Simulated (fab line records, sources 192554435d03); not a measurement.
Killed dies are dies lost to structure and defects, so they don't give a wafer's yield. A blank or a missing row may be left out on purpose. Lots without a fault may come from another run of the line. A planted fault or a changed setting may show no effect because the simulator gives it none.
fab line records | flow n5_finfet
record lots=7 wafers=39
route steps=1938 shown BEOL_M5@1160 BEOL_M8@1332
start_h: hours from the record's first day to the start of the lot's first wafer shown | wait_h: hours since the lot's step before | " the same as in the row above | L1.1+2: a row that stands for several wafers | - no value, or no start given | * or withheld: withheld | < > ~ a bound
route shown NAME@n: a module of which the file shows steps, and the number in the route of the first | usual: mean/standard deviation of fault-free wafers | same: alike in all rows | chamber/n: place in a boat | sites: the reading at each site | _std_site: their standard deviation | _edge_site: outer sites' mean less inner sites' | radius_mm: how far each site lies from the wafer's centre | mask NAME#n: copy n | behind: the tool/chamber that last shaped the wafer | hold: why the lot was held/for how many hours/how that ended | device: the transistor (n, p or np) that didn't switch | end of line: the same wafers' tests at the end of the route | a step without rows: its recipe alone | killed: dies lost to structure and defects at the first sort, not the wafer's yield | map: a wafer's dies, x killed, . not, _ none there
set.NAME: the setting as run; set.NAME@STEP: as run at that earlier step | model.NAME: the simulator's own value behind a step, which no gauge read
lots whose settings were changed on purpose; a table a step, a row a wafer
## steps
# step N5_BEOL_M5_TRENCH_ETCH_37
# recipe chemistry=C4F6/O2 target_depth_a=716.52 target=SiCOH_lowk time_s=24.7 ion_energy_ev=250 pressure_mtorr=30 source_w=345 bias_w=185 Ar_flow_sccm=300 C4F6_flow_sccm=10 O2_flow_sccm=10
# columns lot.wafer tool chamber start_h wait_h set.target_depth_a model.etch.depth_nm model.BEOL_M5.feature_depth_nm model.TiN_of_BEOL_M5_HM_DEP_02.thk_nm
L074.1 rie_diel-03 2 - - 716.52 71.86 71.8 17.6
L074.2 " 0 " " 716.52 71.39 71.4 17.4
L074.3 " 1 " " 716.52 73.25 73.2 17.6
L074.4 " 3 " " 1070 107.1 107 16.6
L074.5 " 3 " " 1070 107 107 16.6
L074.6 " 2 " " 1070 107.6 107.6 16.4
L079.1 rie_diel-05 1 - - 716.52 71.48 71.4 18.2
L079.2 " 0 " " 514.6 51.38 51.4 18.6
L079.3 " 3 " " 716.52 73.17 73.2 17.8
L079.4 " 2 " " 716.52 71.22 71.2 18
L079.5 " 1 " " 514.6 51.27 51.2 18.6
L079.6 " 2 " " 514.6 50.95 51 18.6
L087.1 rie_diel-04 2 - - 716.52 71.66 71.6 17.6
L087.2 " 3 " " 716.52 70.25 70.2 17.6
L087.3 " 1 " " 716.52 71.37 71.4 17.8
L087.4 " 0 " " 716.52 72.39 72.4 17.6
L087.5 " 0 " " 716.52 71.8 71.8 17.6
L087.6 " 1 " " 716.52 71.72 71.8 17.8
L089.1 rie_diel-03 0 - - 716.52 71.54 71.6 18
L089.2 " 1 " " 716.52 72.5 72.6 18.2
L089.3 " 3 " " 1052 105.8 105.8 17.2
L089.4 " 2 " " 1052 106.2 106.2 17.2
L089.5 " 2 " " 716.52 71.82 71.8 18.2
L089.6 " 1 " " 1052 108 108 17
L092.1 rie_diel-03 2 - - 716.52 71.93 72 17.8
L092.2 " 1 " " 517.5 52.77 52.8 18.2
L092.3 " 3 " " 716.52 71.27 71.2 17.8
L092.4 " 0 " " 517.5 51.59 51.6 18.2
L092.5 " 1 " " 716.52 72.28 72.2 17.8
L092.6 " 2 " " 517.5 51.94 52 18.2
L095.1 rie_diel-04 3 - - 716.52 70.48 70.4 18
L095.2 " 0 " " 716.52 71.97 72 18
L095.3 " 1 " " 716.52 71.27 71.2 18
L095.4 " 2 " " 866 86.49 86.4 17.8
L095.5 " 1 " " 866 85.79 85.8 17.4
L095.6 " 0 " " 866 86.84 86.8 17.8
L097.1 rie_diel-05 3 - - 716.52 72.38 72.4 17.6
L097.3 " 1 " " 716.52 70.42 70.4 17.6
L097.6 " 3 " " 716.52 72.33 72.4 17.4
# step N5_BEOL_M5_ETCH_41
# recipe chemistry=CH3F/O2 target=SiCN target_depth_a=315 taper_deg=2 time_s=56.7 ion_energy_ev=120 mask_material=TiN pressure_mtorr=30 source_w=395 bias_w=75 Ar_flow_sccm=150 CH3F_flow_sccm=30 O2_flow_sccm=20
# step N5_BEOL_M5_STRIP_91
# recipe chemistry=N2/H2 time_s=10 power_w=450 temp_c=40 pressure_mtorr=20 rf_frequency_hz=6e+07 bias_power_w=7 n2_flow_sccm=200 h2_flow_sccm=200
# step N5_BEOL_M5_OCD_MEAS_38
# usual trench_depth_nm=71.6/1
# columns lot.wafer tool chamber start_h wait_h set.target_depth_a@BEOL_M5_TRENCH_ETCH_37 trench_depth_nm
L074.1 ocd-02 - 168.58 - 716.52 72.2
L074.2 " - " " 716.52 71.2
L074.3 " - " " 716.52 73.3
L074.4 " - " " 1070 107.2
L074.5 " - " " 1070 107.2
L074.6 " - " " 1070 107.3
L079.1 ocd-01 - 201.37 - 716.52 71.7
L079.2 " - " " 514.6 51.3
L079.3 " - " " 716.52 73.1
L079.4 " - " " 716.52 71.1
L079.5 " - " " 514.6 51.7
L079.6 " - " " 514.6 50.5
L087.1 ocd-01 - 260.90 - 716.52 71.9
L087.2 " - " " 716.52 70.0
L087.3 " - " " 716.52 71.1
L087.4 " - " " 716.52 72.3
L087.5 " - " " 716.52 72.0
L087.6 " - " " 716.52 72.1
L089.1 ocd-02 - 278.29 - 716.52 72.1
L089.2 " - " " 716.52 71.9
L089.3 " - " " 1052 106.2
L089.4 " - " " 1052 106.6
L089.5 " - " " 716.52 71.8
L089.6 " - " " 1052 108.0
L092.1 ocd-02 - 289.74 - 716.52 72.5
L092.2 " - " " 517.5 53.5
L092.3 " - " " 716.52 71.8
L092.4 " - " " 517.5 51.8
L092.5 " - " " 716.52 72.2
L092.6 " - " " 517.5 52.2
L095.1 ocd-02 - 305.90 - 716.52 70.4
L095.2 " - " " 716.52 72.0
L095.3 " - " " 716.52 71.2
L095.4 " - " " 866 86.5
L095.5 " - " " 866 85.9
L095.6 " - " " 866 86.5
L097.1 ocd-01 - 331.57 - 716.52 72.6
L097.3 " - " " 716.52 70.2
L097.6 " - " " 716.52 72.2
# step N5_BEOL_M5_HM_STRIP_39
# recipe chemistry=peroxide_tin_strip material=TiN target_depth_a=250 temp_c=50 time_s=158
# step N5_BEOL_M5_SRD_40
# recipe time_s=30 temp_c=23 rinse_liquid=diw dry=ipa_marangoni
# step N5_BEOL_M5_ECD_50
# recipe material=Cu target_thk_a=3000
# step N5_BEOL_M5_ANNEAL_51
# recipe temp_c=225 time_s=90 ambient=N2
# step N5_BEOL_M5_CMP_52
# recipe stop_on=SiCOH_lowk t_overpolish_s=6.9 down_force_psi=1 platen_rpm=50 clearing_platen_down_force_psi=1.5 clearing_platen_rpm=50 post_cmp_clean=cu_alkaline target_thk_nm=62 clearing_platen_pad_velocity_m_s=0.99484 pad_velocity_m_s=0.99484
# columns lot.wafer tool chamber start_h wait_h set.target_depth_a@BEOL_M5_TRENCH_ETCH_37 model.Cu_of_BEOL_M5_ECD_50.thk_nm
L074.1 cmp-04 3 175.28 0.3 716.52 62
L074.4 " 0 " " 1070 97
L074.3 " 1 " " 716.52 62.2
L074.2 " 2 " " 716.52 63.2
L074.5 " 3 " " 1070 96.8
L074.6 " 0 " " 1070 98.6
L079.4 cmp-03 0 207.54 0.1 716.52 59.4
L079.1 " 1 " " 716.52 60.8
L079.2 " 2 " " 514.6 43.4
L079.3 " 3 " " 716.52 64.6
L079.6 " 0 " " 514.6 42
L079.5 " 1 " " 514.6 41.6
L087.4 cmp-03 1 267.05 0.1 716.52 61.6
L087.1 " 2 " " 716.52 61
L087.3+2 " 3,0 " " 716.52 60
L087.5 " 1 " " 716.52 62
L087.6 " 2 " " 716.52 60.6
L089.4 cmp-04 2 284.72 0.1 1052 97.2
L089.1 " 3 " " 716.52 63
L089.2 " 0 " " 716.52 63.2
L089.3 " 1 " " 1052 96.6
L089.6 " 2 " " 1052 98
L089.5 " 3 " " 716.52 62.4
L092.2 cmp-03 2 297.70 0.2 517.5 45
L092.3 " 3 " " 716.52 61.4
L092.4 " 0 " " 517.5 43
L092.1 " 1 " " 716.52 63
L092.6 " 2 " " 517.5 44.6
L092.5 " 3 " " 716.52 62.8
L095.3 cmp-04 1 312.43 0.2 716.52 59.8
L095.1 " 2 " " 716.52 60.6
L095.4 " 3 " " 866 76.4
L095.2 " 0 " " 716.52 63.2
L095.5 " 1 " " 866 76
L095.6 " 2 " " 866 75.4
L097.1 cmp-04 2 340.69 0.3 716.52 62.2
L097.3 " 3 " " 716.52 60.8
L097.6 " 3 " " 716.52 60.4
# step N5_BEOL_M5_THK_MEAS_53
# recipe thk_meas_gauge=xrf reads=Cu_of_BEOL_M5_ECD_50
# usual M5_THK=61.9/1.5
# columns lot.wafer tool chamber start_h wait_h set.target_depth_a@BEOL_M5_TRENCH_ETCH_37 M5_THK[nm]
L074.1 film_metro-01 - 175.57 - 716.52 62.3
L074.2 " - " " 716.52 63.3
L074.3 " - " " 716.52 62.5
L074.4 " - " " 1070 97.1
L074.5 " - " " 1070 96.7
L074.6 " - " " 1070 98.5
L079.1 film_metro-01 - 207.84 - 716.52 60.2
L079.2 " - " " 514.6 43.3
L079.3 " - " " 716.52 64.1
L079.4 " - " " 716.52 59.0
L079.5 " - " " 514.6 41.4
L079.6 " - " " 514.6 41.5
L087.1 film_metro-01 - 267.35 - 716.52 61.3
L087.2 " - " " 716.52 60.3
L087.3 " - " " 716.52 60.5
L087.4 " - " " 716.52 62.3
L087.5 " - " " 716.52 62.8
L087.6 " - " " 716.52 60.9
L089.1 film_metro-01 - 285.01 - 716.52 63.7
L089.2 " - " " 716.52 64.0
L089.3 " - " " 1052 98.1
L089.4 " - " " 1052 98.2
L089.5 " - " " 716.52 63.5
L089.6 " - " " 1052 99.6
L092.1 film_metro-01 - 298.00 - 716.52 63.0
L092.2 " - " " 517.5 45.0
L092.3 " - " " 716.52 61.4
L092.4 " - " " 517.5 43.0
L092.5 " - " " 716.52 62.5
L092.6 " - " " 517.5 44.3
L095.1 film_metro-02 - 312.73 - 716.52 60.7
L095.2 " - " " 716.52 63.3
L095.3 " - " " 716.52 59.8
L095.4 " - " " 866 76.4
L095.5 " - " " 866 76.3
L095.6 " - " " 866 75.7
L097.1 film_metro-01 - 340.99 - 716.52 63.0
L097.3 " - " " 716.52 61.9
L097.6 " - " " 716.52 61.5
# step N5_BEOL_M5_PRE_CLEAN_77
# recipe gas=NH3/H2 time_s=15 temp_c=* rf_power_w=300
# step N5_BEOL_M5_CO_CAP_78
# recipe material=Co target_thk_a=20 temp_c=200 precursor=CCTBA/H2 pressure_torr=30 time_s=102.1
# step N5_BEOL_M5_PRE_CLEAN_55
# recipe gas=NH3 time_s=15 temp_c=withheld rf_power_w=300
# step N5_BEOL_M5_DEP_56
# recipe material=SiCN target_thk_a=80 temp_c=withheld precursor=3MS/NH3 pressure_torr=3 rf_w=202 time_s=14
# step N5_BEOL_M5_RS_MEAS_57
# recipe thk_meas_gauge=four-point-probe reads=Co_of_BEOL_M5_CO_CAP_78+Cu_of_BEOL_M5_ECD_50+Co_of_BEOL_M5_CVD_47+TaN_of_BEOL_M5_ALD_86
# usual M5_RS=0.390/0.011
# columns lot.wafer tool chamber start_h wait_h set.target_depth_a@BEOL_M5_TRENCH_ETCH_37 M5_RS[ohm/sq]
L074.1 film_metro-01 - 175.86 0.1 716.52 0.386
L074.2 " - " " 716.52 0.378
L074.3 " - " " 716.52 0.385
L074.4 " - " " 1070 0.228
L074.5 " - " " 1070 0.229
L074.6 " - " " 1070 0.224
L079.1 film_metro-01 - 208.12 0.0 716.52 0.396
L079.2 " - " " 514.6 0.601
L079.3 " - " " 716.52 0.368
L079.4 " - " " 716.52 0.406
L079.5 " - " " 514.6 0.633
L079.6 " - " " 514.6 0.627
L087.1 film_metro-02 - 267.61 0.0 716.52 0.394
L087.2 " - " " 716.52 0.403
L087.3 " - " " 716.52 0.402
L087.4 " - " " 716.52 0.389
L087.5 " - " " 716.52 0.386
L087.6 " - " " 716.52 0.398
L089.1 film_metro-02 - 285.30 0.1 716.52 0.379
L089.2 " - " " 716.52 0.377
L089.3 " - " " 1052 0.229
L089.4 " - " " 1052 0.227
L089.5 " - " " 716.52 0.383
L089.6 " - " " 1052 0.226
L092.1 film_metro-01 - 298.27 0.0 716.52 0.379
L092.2 " - " " 517.5 0.575
L092.3 " - " " 716.52 0.391
L092.4 " - " " 517.5 0.609
L092.5 " - " " 716.52 0.380
L092.6 " - " " 517.5 0.581
L095.1 film_metro-02 - 312.99 0.0 716.52 0.396
L095.2 " - " " 716.52 0.376
L095.3 " - " " 716.52 0.403
L095.4 " - " " 866 0.300
L095.5 " - " " 866 0.302
L095.6 " - " " 866 0.305
L097.1 film_metro-01 - 341.25 0.0 716.52 0.385
L097.3 " - " " 716.52 0.394
L097.6 " - " " 716.52 0.399
# step N5_BEOL_M8_ILD_DEP_00
# recipe material=SiCOH_lowk target_thk_a=1797.5 temp_c=300 precursor=DEMS/porogen pressure_torr=5 rf_w=500 time_s=33.4
# columns lot.wafer tool chamber start_h wait_h set.time_s model.SiCOH_lowk_of_BEOL_M8_ILD_DEP_00.thk_nm
L074.1 pecvd-04 1 192.26 0.0 33.4 178.6
L074.2 " 0 " " 48.5 256.4
L074.3 " 0 " " 33.4 180.8
L074.4 " 1 " " 48.5 260.2
L074.5 " 0 " " 48.5 259
L074.6 " 1 " " 33.4 182
L079.1 pecvd-04 1 224.39 0.0 25.9 138.8
L079.2 " 0 " " 25.9 139.6
L079.3 " 2 " " 33.4 179
L079.4 " 2 " " 25.9 141.6
L079.5 " 0 " " 33.4 179.4
L079.6 " 1 " " 33.4 179.8
L087.1 pecvd-03 2 291.07 0.0 33.4 176.6
L087.2 " 1 " " 23.08 123.6
L087.3 " 0 " " 33.4 178.8
L087.4 " 0 " " 23.08 124.2
L087.5 " 1 " " 23.08 128.8
L087.6 " 2 " " 33.4 181.2
L089.1 pecvd-03 1 302.64 0.0 33.4 176.4
L089.2 " 0 " " 33.4 172.8
L089.3 " 2 " " 41.55 214
L089.4 " 2 " " 41.55 220
L089.5 " 1 " " 41.55 223.4
L089.6 " 0 " " 33.4 177.6
L092.1 pecvd-03 0 314.59 0.0 46.32 245.8
L092.2 " 1 " " 46.32 244
L092.3 " 2 " " 33.4 176.2
L092.4 " 2 " " 33.4 179.6
L092.5 " 1 " " 46.32 250.2
L092.6 " 0 " " 33.4 180.8
L095.1 pecvd-03 2 328.91 0.0 24.99 129.8
L095.2 " 0 " " 33.4 178.2
L095.3 " 1 " " 33.4 178.4
L095.4 " 2 " " 33.4 177
L095.5 " 1 " " 24.99 134.6
L095.6 " 0 " " 24.99 135.4
L097.1 pecvd-03 0 356.11 0.0 33.4 176.6
L097.3 " 2 " " 33.4 174.4
L097.6 " 2 " " 33.4 178.8
# step N5_BEOL_M8_CURE_74
# recipe temp_c=385 time_s=240 ambient=He/Ar material=SiCOH_lowk
# columns lot.wafer tool chamber start_h wait_h set.time_s@BEOL_M8_ILD_DEP_00 model.SiCOH_lowk_of_BEOL_M8_ILD_DEP_00.thk_nm
L074.1 uv_cure-02 2 192.34 0.1 33.4 154
L074.2 " 2 " " 48.5 222
L074.3 " 2 " " 33.4 155.8
L074.4 " 2 " " 48.5 225.4
L074.5 " 2 " " 48.5 224.4
L074.6 " 2 " " 33.4 157
L079.1 uv_cure-02 2 224.46 0.0 25.9 119.4
L079.2 " 2 " " 25.9 120
L079.3 " 2 " " 33.4 154.4
L079.4 " 2 " " 25.9 121.8
L079.5 " 2 " " 33.4 154.8
L079.6 " 2 " " 33.4 155
L087.1 uv_cure-01 1 291.14 0.0 33.4 152.2
L087.2 " 1 " " 23.08 106.2
L087.3 " 1 " " 33.4 154.2
L087.4 " 1 " " 23.08 106.8
L087.5 " 1 " " 23.08 110.8
L087.6 " 1 " " 33.4 156.2
L089.1 uv_cure-01 2 302.70 0.0 33.4 152
L089.2 " 2 " " 33.4 148.8
L089.3 " 2 " " 41.55 185
L089.4 " 2 " " 41.55 190.2
L089.5 " 2 " " 41.55 193.2
L089.6 " 2 " " 33.4 153.2
L092.1 uv_cure-02 1 314.66 0.0 46.32 212.8
L092.2 " 1 " " 46.32 211.2
L092.3 " 1 " " 33.4 152
L092.4 " 1 " " 33.4 155
L092.5 " 1 " " 46.32 216.6
L092.6 " 1 " " 33.4 155.8
L095.1 uv_cure-03 0 328.98 0.0 24.99 111.6
L095.2+3 " 0 " " 33.4 153.8
L095.4 " 0 " " 33.4 152.6
L095.5 " 0 " " 24.99 115.8
L095.6 " 0 " " 24.99 116.4
L097.1 uv_cure-01 2 356.17 0.0 33.4 152.2
L097.3 " 2 " " 33.4 150.4
L097.6 " 2 " " 33.4 154.2
# step N5_BEOL_M8_THK_MEAS_01
# recipe reads=SiCOH_lowk_of_BEOL_M8_ILD_DEP_00
# usual M8_ILD_THK=154.3/2
# columns lot.wafer tool chamber start_h wait_h set.time_s@BEOL_M8_ILD_DEP_00 M8_ILD_THK[nm]
L074.1 film_metro-01 - 192.86 0.4 33.4 153.9
L074.2 " - " " 48.5 222.0
L074.3 " - " " 33.4 156.0
L074.4 " - " " 48.5 225.5
L074.5 " - " " 48.5 224.3
L074.6 " - " " 33.4 157.0
L079.1 film_metro-01 - 224.97 0.4 25.9 119.4
L079.2 " - " " 25.9 120.2
L079.3 " - " " 33.4 154.4
L079.4 " - " " 25.9 121.9
L079.5 " - " " 33.4 154.6
L079.6 " - " " 33.4 154.9
L087.1 film_metro-01 - 291.65 0.4 33.4 152.2
L087.2 " - " " 23.08 106.2
L087.3 " - " " 33.4 154.3
L087.4 " - " " 23.08 106.8
L087.5 " - " " 23.08 110.9
L087.6 " - " " 33.4 156.2
L089.1 film_metro-02 - 303.21 0.4 33.4 152.1
L089.2 " - " " 33.4 149.1
L089.3 " - " " 41.55 184.9
L089.4 " - " " 41.55 190.1
L089.5 " - " " 41.55 193.3
L089.6 " - " " 33.4 153.1
L092.1 film_metro-01 - 315.17 0.4 46.32 212.8
L092.2 " - " " 46.32 211.3
L092.3 " - " " 33.4 152.0
L092.4 " - " " 33.4 155.0
L092.5 " - " " 46.32 216.6
L092.6 " - " " 33.4 155.8
L095.1 film_metro-01 - 329.49 0.4 24.99 111.7
L095.2 " - " " 33.4 153.7
L095.3 " - " " 33.4 153.8
L095.4 " - " " 33.4 152.6
L095.5 " - " " 24.99 115.8
L095.6 " - " " 24.99 116.5
L097.1 film_metro-01 - 356.68 0.4 33.4 152.3
L097.3 " - " " 33.4 150.4
L097.6 " - " " 33.4 154.1
## key
split step=N5_BEOL_M5_TRENCH_ETCH_37 setting=target_depth_a stated=716.52 by=wafer
response step=N5_BEOL_M5_TRENCH_ETCH_37 reading=model.etch.depth_nm change=+0.725 per=1% r=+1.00
response step=N5_BEOL_M5_TRENCH_ETCH_37 reading=model.BEOL_M5.feature_depth_nm change=+0.724 per=1% r=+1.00
response step=N5_BEOL_M5_TRENCH_ETCH_37 reading=model.TiN_of_BEOL_M5_HM_DEP_02.thk_nm change=-0.0198 per=1% r=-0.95
response step=N5_BEOL_M5_OCD_MEAS_38 reading=trench_depth_nm change=+0.726 per=1% r=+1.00
response step=N5_BEOL_M5_CMP_52 reading=model.Cu_of_BEOL_M5_ECD_50.thk_nm change=+0.708 per=1% r=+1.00
response step=N5_BEOL_M5_THK_MEAS_53 reading=M5_THK change=+0.709 per=1% r=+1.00
response step=N5_BEOL_M5_RS_MEAS_57 reading=M5_RS shape=bent at_lowest=0.621 at_stated=0.389 at_highest=0.227
split step=N5_BEOL_M8_ILD_DEP_00 setting=time_s stated=33.4 by=wafer
response step=N5_BEOL_M8_ILD_DEP_00 reading=model.SiCOH_lowk_of_BEOL_M8_ILD_DEP_00.thk_nm change=+1.75 per=1% r=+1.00
response step=N5_BEOL_M8_CURE_74 reading=model.SiCOH_lowk_of_BEOL_M8_ILD_DEP_00.thk_nm change=+1.52 per=1% r=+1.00
response step=N5_BEOL_M8_THK_MEAS_01 reading=M8_ILD_THK change=+1.52 per=1% r=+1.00
